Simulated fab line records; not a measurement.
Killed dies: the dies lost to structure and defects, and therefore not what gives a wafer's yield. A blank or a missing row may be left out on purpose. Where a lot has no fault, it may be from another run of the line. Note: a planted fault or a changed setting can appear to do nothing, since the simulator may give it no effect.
Which tool did it? / flow n5 finfet / 12 lots, 36 wafers sampled, at 2 steps of a route of 1938

WHAT THE GAUGES SHOWED, per wafer
N5_GATE_CUT_OVL_MEAS_14.
lot=L075; measured=day 4 18:34; on=overlay-02; GATE_CUT_OVL (nm)=0.8 0.3 0.9
lot=L077; measured=day 5 05:07; on=overlay-02; GATE_CUT_OVL (nm)=1.8 1.7 1.6
lot=L079; measured=day 5 20:16; on=overlay-02; GATE_CUT_OVL (nm)=0.2 0.0 0.2
lot=L081; measured=day 6 08:46; on=overlay-02; GATE_CUT_OVL (nm)=-0.3 -0.2 0.0
lot=L083; measured=day 6 17:26; on=overlay-01; GATE_CUT_OVL (nm)=0.1 0.3 -0.8
lot=L085; measured=day 7 04:44; on=overlay-02; GATE_CUT_OVL (nm)=0.0 -0.5 -0.3
lot=L087; measured=day 7 18:44; on=overlay-01; GATE_CUT_OVL (nm)=-1.6 -0.8 -1.0
lot=L089; measured=day 8 06:34; on=overlay-02; GATE_CUT_OVL (nm)=-0.9 -0.4 -0.6
lot=L091; measured=day 8 16:17; on=overlay-02; GATE_CUT_OVL (nm)=0.6 0.1 0.6
lot=L093; measured=day 9 04:47; on=overlay-01; GATE_CUT_OVL (nm)=0.5 -0.2 -0.3
lot=L095; measured=day 9 18:43; on=overlay-02; GATE_CUT_OVL (nm)=0.6 0.1 0.5
lot=L097; measured=day 10 08:23; on=overlay-01; GATE_CUT_OVL (nm)=0.9 0.9 0.6

EACH LOT AND THE TOOL THAT RAN IT (in order: tool; ch and the chambers of the sampled wafers; start)
lot=L075; N5_GATE_CUT_PECVD_57=pecvd-04 ch 0,1, day 4 17:37
lot=L077; N5_GATE_CUT_PECVD_57=pecvd-04 ch 1,2, day 5 04:20
lot=L079; N5_GATE_CUT_PECVD_57=pecvd-01 ch 1,2, day 5 19:19
lot=L081; N5_GATE_CUT_PECVD_57=pecvd-01 ch 1,2, day 6 07:40
lot=L083; N5_GATE_CUT_PECVD_57=pecvd-02 ch 0,1,2, day 6 16:40
lot=L085; N5_GATE_CUT_PECVD_57=pecvd-01 ch 0,1,2, day 7 03:58
lot=L087; N5_GATE_CUT_PECVD_57=pecvd-02 ch 0,1,2, day 7 17:48
lot=L089; N5_GATE_CUT_PECVD_57=pecvd-01 ch 0,1,2, day 8 05:47
lot=L091; N5_GATE_CUT_PECVD_57=pecvd-02 ch 1,2, day 8 15:31
lot=L093; N5_GATE_CUT_PECVD_57=pecvd-04 ch 0,2, day 9 04:01
lot=L095; N5_GATE_CUT_PECVD_57=pecvd-02 ch 0,1, day 9 17:48
lot=L097; N5_GATE_CUT_PECVD_57=pecvd-01 ch 0,1, day 10 07:28
- N5_GATE_CUT_PECVD_57: deposits SiNx from SiH4/NH3/N2, target thk 21 nm.

THE ANSWER, worked out from the rows above alone
Rule: what is usual is taken from the lots themselves. Put in order of their means at a reading, lots are off if they are a third of the lots or fewer, leave a main group of 4 or more, and stand apart from it by a gap of 3 or more times the standard deviation of the main group's means; of several such gaps the widest counts. A main group is skipped when, at the precision printed for the reading in the tables above, its means are all equal. Also off: a lot with no number at a reading for which 4 or more lots have one. Where the step has rows for the other lots, those lots are counted as sound.
No lot is off on any of the readings shown, so nothing can be concluded from this.

WHAT HAD BEEN PUT IN BY THE SIMULATOR
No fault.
